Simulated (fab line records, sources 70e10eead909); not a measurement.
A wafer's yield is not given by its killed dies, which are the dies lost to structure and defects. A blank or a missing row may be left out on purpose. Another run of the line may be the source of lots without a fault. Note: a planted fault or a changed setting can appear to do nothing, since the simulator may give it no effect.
Matching of chambers ; flow nand harc ; 4 sister chambers for NHARC_P_CONTACT_ALD_22 on ald metal-02
The step deposits TiN, target thk 3 nm, pulse time 1 s, ald cycles 150. 30 wafers are shown with their chamber, then 12 later ones without.

## WAFERS PAIRED WITH THEIR CHAMBERS
wafer;chamber;heater power w (W);precursor pulse height rel
L075.2;1;1106;1.005
L075.4;0;901;0.994
L075.6;0;899;0.978
L080.1;0;888;1.005
L080.4;1;1111;1.005
L080.5;0;909;0.984
L080.2;3;926;0.978
L080.3;2;1046;0.984
L080.6;1;1100;0.985
L081.2;2;1066;1.006
L081.3;0;901;1.003
L081.4;3;959;1.012
L082.1;0;895;1.000
L082.5;0;908;1.019
L082.6;3;962;0.972
L083.1;1;1107;1.027
L083.2;2;1053;1.015
L083.5;2;1045;0.996
L083.3;0;921;1.007
L083.4;3;955;0.983
L083.6;3;950;0.985
L084.3;2;1010;0.987
L084.5;3;940;0.964
L084.6;2;1023;0.997
L084.1;1;1087;1.010
L084.2;3;948;1.015
L084.4;0;910;0.971
L092.2;3;1044;0.981
L092.3;1;1058;1.024
L092.6;2;1034;1.035

SIGNATURES (averages over the wafers above)
reading;chamber 0;chamber 1;chamber 2;chamber 3;scatter within a chamber
heater power w;903.56;1094.83;1039.57;960.50;23
precursor pulse height rel;0.99567;1.00933;1.00286;0.98625;0.0167
Rule: a wafer lies at a distance from a chamber equal to the root of the sum of squares, over the readings, of (its reading less the chamber's mean, divided by the reading's scatter). If the next closest chamber is less than 2 further off than the closest, the wafer can't be placed; otherwise it belongs to the closest. The scatter is the square root of a quotient: the sum, over the shown wafers, of each reading's squared deviation from its chamber's mean, divided by wafers minus chambers.

## WAFERS MISSING THEIR CHAMBER
wafer;heater power w (W);precursor pulse height rel
L094.1;1034;1.015
L094.2;1038;0.999
L094.3;913;1.014
L094.4;1017;0.981
L094.5;909;0.983
L094.6;1059;1.017
L093.1;999;0.990
L093.3;926;0.980
L093.4;1020;1.000
L097.1;910;1.001
L097.3;1018;1.010
L097.5;1027;0.993

## WHICH CHAMBER EACH WENT THROUGH
wafer;from the rows above;in truth
L094.1;can't be placed: 2 or 1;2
L094.2;2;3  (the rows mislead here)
L094.3;can't be placed: 0 or 3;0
L094.4;can't be placed: 2 or 3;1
L094.5;can't be placed: 0 or 3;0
L094.6;can't be placed: 2 or 1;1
L093.1;can't be placed: 3 or 2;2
L093.3;can't be placed: 0 or 3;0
L093.4;can't be placed: 2 or 3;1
L097.1;can't be placed: 0 or 3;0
L097.3;can't be placed: 2 or 3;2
L097.5;2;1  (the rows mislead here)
Placed correctly: 0 of 12. Cannot be placed on the basis of these rows: 10; the candidates contain the true chamber in 8. Placed wrongly: 2.
